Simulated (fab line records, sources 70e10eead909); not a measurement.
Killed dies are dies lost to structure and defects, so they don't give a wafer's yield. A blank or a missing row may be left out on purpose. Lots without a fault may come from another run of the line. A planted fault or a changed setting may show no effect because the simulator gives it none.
Chamber matching | flow nand_harc | NHARC_A_CONTACT_DESCUM_74 on rie_diel-04: 4 sister chambers
The step chemistry O2, time 3 s. 14 wafers are shown with their chamber, then 7 later ones without.

WAFERS WITH THEIR CHAMBER
wafer  | chamber | drypump_motor_current_A (A) | oes_product_au (a.u.) | rf_vpp_V (V)
L075.1 | 0       | 5.4                         | 0.997                 | 57.2
L075.5 | 1       | 4.8                         | 0.997                 | 55.4
L075.6 | 2       | 6.0                         | 1.006                 | 57.6
L074.2 | 3       | 5.4                         | 1.005                 | 58.6
L074.4 | 2       | 6.0                         | 1.001                 | 55.8
L074.6 | 1       | 4.9                         | 0.991                 | 56.7
L076.1 | 3       | 5.4                         | 1.001                 | 57.2
L076.2 | 0       | 5.4                         | 1.002                 | 56.1
L076.3 | 2       | 6.0                         | 1.010                 | 58.6
L080.1 | 0       | 5.4                         | 0.985                 | 58.5
L080.2 | 2       | 6.1                         | 1.004                 | 57.1
L080.4 | 3       | 5.4                         | 1.002                 | 58.5
L081.1 | 2       | 6.0                         | 1.012                 | 57.9
L081.5 | 2       | 6.0                         | 1.007                 | 56.2

SIGNATURES (means of the wafers above)
reading                 | chamber 0 | chamber 1 | chamber 2 | chamber 3 | scatter within a chamber
drypump_motor_current_A | 5.400     | 4.850     | 6.017     | 5.400     | 0.0365
oes_product_au          | 0.99467   | 0.99400   | 1.00667   | 1.00267   | 0.00509
rf_vpp_V                | 57.267    | 56.050    | 57.200    | 58.100    | 1.03
Rule: a wafer's distance from a chamber is the root of the sum, over the readings, of the square of ((its reading less the chamber's mean) divided by the reading's scatter). The wafer belongs to the nearest chamber; if the next one is less than 2 further off, it can't be placed. The scatter: the root of (the sum of the squares of (reading less its chamber's mean) over the shown wafers, divided by (wafers less chambers)).

WAFERS WITHOUT THEIR CHAMBER
wafer  | drypump_motor_current_A (A) | oes_product_au (a.u.) | rf_vpp_V (V)
L081.6 | 5.4                         | 0.994                 | 58.2
L084.1 | 4.8                         | 1.002                 | 57.2
L084.2 | 5.4                         | 0.999                 | 57.2
L084.6 | 6.0                         | 0.986                 | 56.7
L092.2 | 5.4                         | 0.988                 | 57.3
L092.3 | 5.4                         | 0.992                 | 58.5
L092.4 | 4.9                         | 0.991                 | 55.9

WHICH CHAMBER EACH WENT THROUGH
wafer  | from the rows above     | in truth
L081.6 | can't be placed: 0 or 3 | 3
L084.1 | 1                       | 1
L084.2 | can't be placed: 0 or 3 | 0
L084.6 | 2                       | 2
L092.2 | can't be placed: 0 or 3 | 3
L092.3 | can't be placed: 0 or 3 | 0
L092.4 | 1                       | 1
Placed correctly: 3 of 7. Can't be placed from these rows: 4 (the true chamber is among the candidates in 4). Placed wrongly: 0.
